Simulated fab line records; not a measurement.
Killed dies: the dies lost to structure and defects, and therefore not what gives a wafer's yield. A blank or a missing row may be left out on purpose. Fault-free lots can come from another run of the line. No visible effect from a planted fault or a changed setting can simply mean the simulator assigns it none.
Which of the tools did it? + flow n5_finfet + 69 wafers from 23 lots sampled at 5 of the route's 1938 steps

== WHAT THE GAUGES READ, wafer by wafer ==
N5_BEOL_M7_INSPECT_13: inspects for defects (brightfield).
| lot  | measured     | on                | raw_defect_count |
|------|--------------|-------------------|------------------|
| L074 | day 8 15:00  | defect_inspect-02 | 441 520 375      |
| L076 | day 9 03:20  | defect_inspect-02 | 504 424 420      |
| L075 | day 9 06:02  | defect_inspect-02 | 356 390 389      |
| L077 | day 9 08:44  | defect_inspect-02 | 341 337 295      |
| L078 | day 9 19:02  | defect_inspect-01 | 410 364 451      |
| L079 | day 10 03:21 | defect_inspect-01 | 402 523 535      |
| L081 | day 10 08:10 | defect_inspect-01 | 671 544 456      |
| L080 | day 10 12:28 | defect_inspect-02 | 442 370 403      |
| L082 | day 10 19:25 | defect_inspect-01 | 343 450 422      |
| L083 | day 11 06:04 | defect_inspect-01 | 366 360 427      |
| L084 | day 11 06:36 | defect_inspect-01 | 550 708 518      |
| L086 | day 11 21:50 | defect_inspect-02 | 326 419 393      |
| L088 | day 12 02:40 | defect_inspect-02 | 399 514 374      |
| L085 | day 12 02:46 | defect_inspect-01 | 526 466 381      |
| L087 | day 12 08:36 | defect_inspect-02 | 301 477 422      |
| L089 | day 12 12:39 | defect_inspect-02 | 482 570 582      |
| L091 | day 13 05:37 | defect_inspect-01 | 406 479 419      |
| L093 | day 13 15:37 | defect_inspect-02 | 258 200 401      |
| L092 | day 14 02:08 | defect_inspect-02 | 255 331 294      |
| L094 | day 14 11:11 | defect_inspect-02 | 600 466 461      |
| L095 | day 14 12:37 | defect_inspect-02 | 623 344 494      |
| L096 | day 14 14:43 | defect_inspect-02 | 437 371 281      |
| L097 | day 14 22:08 | defect_inspect-01 | 553 368 418      |

N5_BEOL_M8_OVL_MEAS_29.
| lot  | measured     | on         | V7_OVL (nm)    |
|------|--------------|------------|----------------|
| L074 | day 9 01:04  | overlay-02 | -0.4 -1.5 -1.1 |
| L076 | day 9 10:36  | overlay-01 | -0.5 -0.5 -0.8 |
| L075 | day 9 14:03  | overlay-01 | -0.3 -1.0 -0.5 |
| L077 | day 9 19:59  | overlay-02 | 0.5 -0.3 -0.4  |
| L078 | day 10 07:03 | overlay-01 | 0.5 0.5 0.2    |
| L079 | day 10 14:46 | overlay-02 | -0.9 -0.8 -0.7 |
| L081 | day 10 15:54 | overlay-02 | -0.2 0.1 -0.8  |
| L080 | day 10 21:46 | overlay-02 | 0.8 1.1 0.5    |
| L082 | day 11 07:02 | overlay-02 | 0.4 0.4 -1.0   |
| L083 | day 11 17:16 | overlay-01 | -0.7 -0.7 -0.7 |
| L084 | day 11 20:44 | overlay-02 | 0.6 0.6 0.5    |
| L086 | day 12 07:02 | overlay-01 | -0.6 -1.4 -0.6 |
| L088 | day 12 11:19 | overlay-02 | -0.5 -1.0 -0.2 |
| L085 | day 12 11:05 | overlay-01 | -0.9 -0.3 -0.8 |
| L087 | day 12 16:56 | overlay-02 | -1.7 -1.5 0.4  |
| L089 | day 12 23:20 | overlay-02 | -0.4 0.2 -0.1  |
| L091 | day 13 14:16 | overlay-01 | -0.7 -0.4 -1.1 |
| L093 | day 14 03:05 | overlay-01 | -1.5 -0.6 -1.2 |
| L092 | day 14 13:00 | overlay-01 | -1.4 -0.1 -1.8 |
| L094 | day 14 21:02 | overlay-02 | 0.1 -0.3 -0.8  |
| L095 | day 15 01:47 | overlay-02 | -0.6 0.4 -0.2  |
| L096 | day 15 00:13 | overlay-01 | 0.6 -0.8 -0.5  |
| L097 | day 15 11:21 | overlay-01 | 0.0 -0.7 -0.9  |

== WHAT TOOL EACH LOT RAN ON (gives the tool, then ch and the chambers of the sampled wafers, and finally the start) ==
| lot  | N5_BEOL_M7_STRIP_36                | N5_BEOL_M8_DESCUM_16               | N5_BEOL_M8_STRIP_67                |
|------|------------------------------------|------------------------------------|------------------------------------|
| L074 | rie_diel-06 ch 1,2, day 8 17:10    | rie_diel-04 ch 0,2, day 9 00:14    | rie_diel-04 ch 0,2, day 9 00:29    |
| L076 | rie_diel-03 ch 0,1, day 9 05:20    | rie_diel-05 ch 0,2, day 9 09:48    | rie_diel-05 ch 0,2, day 9 10:02    |
| L075 | rie_diel-03 ch 0,2,3, day 9 07:43  | rie_diel-04 ch 2,3, day 9 12:34    | rie_diel-04 ch 2,3, day 9 12:49    |
| L077 | rie_diel-06 ch 0,3, day 9 11:35    | rie_diel-05 ch 0,1, day 9 18:59    | rie_diel-05 ch 0,1, day 9 19:13    |
| L078 | rie_diel-03 ch 1,3, day 9 20:14    | rie_diel-02 ch 0,1,3, day 10 03:04 | rie_diel-02 ch 0,1,3, day 10 03:18 |
| L079 | rie_diel-06 ch 0,1, day 10 07:11   | rie_diel-05 ch 1,2, day 10 12:09   | rie_diel-05 ch 1,2, day 10 12:23   |
| L081 | rie_diel-06 ch 1,2,3, day 10 09:25 | rie_diel-04 ch 0,2,3, day 10 14:59 | rie_diel-04 ch 0,2,3, day 10 15:13 |
| L080 | rie_diel-03 ch 0,1,3, day 10 15:20 | rie_diel-02 ch 0,1,3, day 10 20:49 | rie_diel-02 ch 0,1,3, day 10 21:03 |
| L082 | rie_diel-06 ch 0,1, day 10 22:19   | rie_diel-02 ch 0,3, day 11 06:08   | rie_diel-02 ch 0,3, day 11 06:22   |
| L083 | rie_diel-01 ch 0,2,3, day 11 07:22 | rie_diel-02 ch 0,2,3, day 11 16:20 | rie_diel-02 ch 0,2,3, day 11 16:35 |
| L084 | rie_diel-01 ch 1,2, day 11 10:04   | rie_diel-04 ch 1,3, day 11 18:43   | rie_diel-04 ch 1,3, day 11 18:56   |
| L086 | rie_diel-06 ch 0,1, day 11 23:11   | rie_diel-02 ch 1,2, day 12 06:02   | rie_diel-02 ch 1,2, day 12 06:16   |
| L088 | rie_diel-01 ch 1,2,3, day 12 05:28 | rie_diel-04 ch 0,1,3, day 12 10:24 | rie_diel-04 ch 0,1,3, day 12 10:38 |
| L085 | rie_diel-06 ch 2,3, day 12 05:27   | rie_diel-05 ch 2,3, day 12 10:09   | rie_diel-05 ch 2,3, day 12 10:23   |
| L087 | rie_diel-01 ch 1,2,3, day 12 09:58 | rie_diel-05 ch 1,2,3, day 12 15:31 | rie_diel-05 ch 1,2,3, day 12 15:45 |
| L089 | rie_diel-03 ch 0,2,3, day 12 14:10 | rie_diel-02 ch 1,3, day 12 22:11   | rie_diel-02 ch 1,3, day 12 22:25   |
| L091 | rie_diel-03 ch 0,1,3, day 13 07:55 | rie_diel-02 ch 0,1,2, day 13 12:53 | rie_diel-02 ch 0,1,2, day 13 13:08 |
| L093 | rie_diel-01 ch 1,2, day 13 17:45   | rie_diel-02 ch 0,1,3, day 14 01:42 | rie_diel-02 ch 0,1,3, day 14 01:56 |
| L092 | rie_diel-06 ch 0,3, day 14 04:52   | rie_diel-05 ch 0,2, day 14 11:33   | rie_diel-05 ch 0,2, day 14 11:47   |
| L094 | rie_diel-03 ch 0,2,3, day 14 13:46 | rie_diel-04 ch 0,1,2, day 14 20:13 | rie_diel-04 ch 0,1,2, day 14 20:27 |
| L095 | rie_diel-01 ch 0,1,3, day 14 14:07 | rie_diel-05 ch 0,1,2, day 14 22:01 | rie_diel-05 ch 0,1,2, day 14 22:15 |
| L096 | rie_diel-03 ch 0,1,2, day 14 17:41 | rie_diel-04 ch 1,2, day 14 22:47   | rie_diel-04 ch 1,2, day 14 23:01   |
| L097 | rie_diel-03 ch 1,3, day 15 01:41   | rie_diel-05 ch 2,3, day 15 07:19   | rie_diel-05 ch 2,3, day 15 07:34   |
- N5_BEOL_M7_STRIP_36: strips in N2/H2.
- N5_BEOL_M8_DESCUM_16: chemistry O2, time 7.9 s.
- N5_BEOL_M8_STRIP_67: strips in CF4.

== WHAT THE TOOLS THEMSELVES READ (means of the sampled wafers that have a number; where no wafer has one, the mark that the record gives instead) ==
N5_BEOL_M7_STRIP_36.
| lot  | tool        | drypump_motor_current_A (A) | oes_product_au (a.u.) | rf_vpp_V (V) | showerhead_plenum_p_Torr (Torr) | throttle_valve_pct (%) |
|------|-------------|-----------------------------|-----------------------|--------------|---------------------------------|------------------------|
| L074 | rie_diel-06 | 6.2                         | 0.82                  | 60.6         | 2.63                            | 23.7                   |
| L076 | rie_diel-03 | 6.1                         | 0.74                  | 61.5         | 2.56                            | 24.0                   |
| L075 | rie_diel-03 | 5.9                         | 0.75                  | 58.4         | 2.57                            | 23.7                   |
| L077 | rie_diel-06 | 6.3                         | 0.75                  | 58.8         | 2.40                            | 23.4                   |
| L078 | rie_diel-03 | 6.1                         | 0.75                  | 60.0         | 2.44                            | 23.6                   |
| L079 | rie_diel-06 | 6.5                         | 0.83                  | 59.8         | 2.61                            | 23.6                   |
| L081 | rie_diel-06 | 6.0                         | 0.87                  | 58.3         | 2.50                            | 23.6                   |
| L080 | rie_diel-03 | 6.1                         | 0.73                  | 58.1         | 2.50                            | 23.8                   |
| L082 | rie_diel-06 | 6.5                         | 0.77                  | 58.4         | 2.51                            | 23.4                   |
| L083 | rie_diel-01 | 5.4                         | 0.72                  | 58.2         | 2.57                            | 24.1                   |
| L084 | rie_diel-01 | 5.4                         | 0.77                  | 59.2         | 2.61                            | 23.7                   |
| L086 | rie_diel-06 | 6.5                         | 0.81                  | 58.6         | 2.61                            | 23.5                   |
| L088 | rie_diel-01 | 5.5                         | 0.79                  | 57.5         | 2.59                            | 23.9                   |
| L085 | rie_diel-06 | 5.7                         | 0.89                  | 57.9         | 2.43                            | 23.7                   |
| L087 | rie_diel-01 | 5.5                         | 0.78                  | 59.9         | 2.59                            | 23.9                   |
| L089 | rie_diel-03 | 5.9                         | 0.72                  | 58.1         | 2.57                            | 23.7                   |
| L091 | rie_diel-03 | 6.2                         | 0.72                  | 58.6         | 2.49                            | 23.8                   |
| L093 | rie_diel-01 | 5.5                         | 0.82                  | 58.6         | 2.58                            | 23.6                   |
| L092 | rie_diel-06 | 6.3                         | 0.72                  | 57.9         | 2.38                            | 23.5                   |
| L094 | rie_diel-03 | 5.9                         | 0.71                  | 59.7         | 2.56                            | 23.7                   |
| L095 | rie_diel-01 | 5.5                         | 0.86                  | 58.6         | 2.54                            | 23.9                   |
| L096 | rie_diel-03 | 6.3                         | 0.68                  | 58.3         | 2.54                            | 23.9                   |
| L097 | rie_diel-03 | 6.5                         | 0.69                  | 59.3         | 2.41                            | 23.8                   |

N5_BEOL_M8_DESCUM_16.
| lot  | tool        | drypump_motor_current_A (A) | oes_product_au (a.u.) | rf_vpp_V (V) | showerhead_plenum_p_Torr (Torr) | throttle_valve_pct (%) |
|------|-------------|-----------------------------|-----------------------|--------------|---------------------------------|------------------------|
| L074 | rie_diel-04 | 5.4                         | 0.74                  | 243.8        | 2.10                            | 20.51                  |
| L076 | rie_diel-05 | 5.3                         | 0.81                  | 241.0        | 1.98                            | 20.12                  |
| L075 | rie_diel-04 | 5.5                         | 0.75                  | 243.3        | 2.04                            | 20.35                  |
| L077 | rie_diel-05 | 5.8                         | 0.81                  | 243.9        | 2.15                            | 20.27                  |
| L078 | rie_diel-02 | 6.2                         | 0.75                  | 243.0        | 2.08                            | 20.34                  |
| L079 | rie_diel-05 | 5.9                         | 0.74                  | 243.4        | 2.07                            | 20.41                  |
| L081 | rie_diel-04 | 5.7                         | 0.80                  | 243.5        | 2.10                            | 20.36                  |
| L080 | rie_diel-02 | 6.2                         | 0.74                  | 242.9        | 2.08                            | 20.34                  |
| L082 | rie_diel-02 | 6.3                         | 0.66                  | 241.1        | 2.02                            | 20.38                  |
| L083 | rie_diel-02 | 6.1                         | 0.76                  | 241.1        | 2.03                            | 20.28                  |
| L084 | rie_diel-04 | 5.6                         | 0.75                  | 243.8        | 2.12                            | 20.23                  |
| L086 | rie_diel-02 | 5.7                         | 0.90                  | 242.3        | 2.08                            | 20.22                  |
| L088 | rie_diel-04 | 5.7                         | 0.79                  | 243.2        | 2.14                            | 20.30                  |
| L085 | rie_diel-05 | 5.4                         | 0.77                  | 240.6        | 1.93                            | 20.31                  |
| L087 | rie_diel-05 | 5.7                         | 0.78                  | 241.5        | 2.02                            | 20.39                  |
| L089 | rie_diel-02 | 6.1                         | 0.79                  | 243.4        | 2.13                            | 20.33                  |
| L091 | rie_diel-02 | 5.9                         | 0.89                  | 243.9        | 2.15                            | 20.20                  |
| L093 | rie_diel-02 | 6.2                         | 0.93                  | 243.6        | 2.16                            | 20.13                  |
| L092 | rie_diel-05 | 5.3                         | 0.77                  | 242.2        | 1.97                            | 20.18                  |
| L094 | rie_diel-04 | 5.5                         | 0.88                  | 244.5        | 2.13                            | 20.26                  |
| L095 | rie_diel-05 | 5.5                         | 0.77                  | 242.1        | 2.06                            | 20.26                  |
| L096 | rie_diel-04 | 5.4                         | 0.90                  | 242.4        | 2.07                            | 20.15                  |
| L097 | rie_diel-05 | 5.5                         | 0.75                  | 241.2        | 1.93                            | 20.34                  |

N5_BEOL_M8_STRIP_67.
| lot  | tool        | drypump_motor_current_A (A) | oes_product_au (a.u.) | rf_vpp_V (V) | showerhead_plenum_p_Torr (Torr) | throttle_valve_pct (%) |
|------|-------------|-----------------------------|-----------------------|--------------|---------------------------------|------------------------|
| L074 | rie_diel-04 | 5.4                         | 0.74                  | 271.4        | 1.82                            | 13.81                  |
| L076 | rie_diel-05 | 5.4                         | 0.79                  | 269.9        | 1.71                            | 13.41                  |
| L075 | rie_diel-04 | 5.6                         | 0.76                  | 271.0        | 1.77                            | 13.66                  |
| L077 | rie_diel-05 | 5.8                         | 0.80                  | 272.4        | 1.86                            | 13.54                  |
| L078 | rie_diel-02 | 6.2                         | 0.76                  | 269.4        | 1.76                            | 13.31                  |
| L079 | rie_diel-05 | 5.9                         | 0.74                  | 271.9        | 1.80                            | 13.74                  |
| L081 | rie_diel-04 | 5.6                         | 0.79                  | 271.2        | 1.81                            | 13.58                  |
| L080 | rie_diel-02 | 6.2                         | 0.75                  | 270.0        | 1.75                            | 13.34                  |
| L082 | rie_diel-02 | 6.2                         | 0.67                  | 270.2        | 1.71                            | 13.48                  |
| L083 | rie_diel-02 | 6.1                         | 0.77                  | 270.4        | 1.73                            | 13.42                  |
| L084 | rie_diel-04 | 5.6                         | 0.75                  | 271.5        | 1.81                            | 13.39                  |
| L086 | rie_diel-02 | 5.7                         | 0.90                  | 270.2        | 1.78                            | 13.30                  |
| L088 | rie_diel-04 | 5.7                         | 0.79                  | 271.0        | 1.83                            | 13.48                  |
| L085 | rie_diel-05 | 5.5                         | 0.76                  | 267.8        | 1.69                            | 13.66                  |
| L087 | rie_diel-05 | 5.7                         | 0.76                  | 270.7        | 1.76                            | 13.71                  |
| L089 | rie_diel-02 | 6.1                         | 0.80                  | 271.0        | 1.79                            | 13.24                  |
| L091 | rie_diel-02 | 5.9                         | 0.89                  | 271.6        | 1.83                            | 13.20                  |
| L093 | rie_diel-02 | 6.2                         | 0.92                  | 271.9        | 1.82                            | 13.02                  |
| L092 | rie_diel-05 | 5.3                         | 0.75                  | 268.6        | 1.70                            | 13.50                  |
| L094 | rie_diel-04 | 5.5                         | 0.88                  | 271.6        | 1.83                            | 13.37                  |
| L095 | rie_diel-05 | 5.6                         | 0.76                  | 270.1        | 1.77                            | 13.58                  |
| L096 | rie_diel-04 | 5.3                         | 0.92                  | 271.7        | 1.78                            | 13.28                  |
| L097 | rie_diel-05 | 5.5                         | 0.75                  | 268.4        | 1.68                            | 13.69                  |

== THE ANSWER, worked out from the rows above alone ==
Rule: the lots themselves supply what counts as usual. The widest of any qualifying gaps counts: lots, ordered by their means at a reading, are off when they make up no more than a third of the lots, leave a main group of 4 or more, and stand apart from it by 3 or more times the standard deviation of that group's means. If all means in a main group match to the digits the tables above print for the reading, that group is not used. Also off: a lot with no number at a reading for which 4 or more lots have one. Where the step has rows for the other lots, those lots are counted as sound. Order of review: gauges by route order, followed by the tools' own readings, for which a lot's mean as printed above is used. The first step at which some lot is off is used, and at that step the reading that is off furthest; a lot without a number counts as furthest.
No lot is off on any of the readings shown, so nothing can be concluded from this.

== WHAT THE SIMULATOR HAD PUT IN ==
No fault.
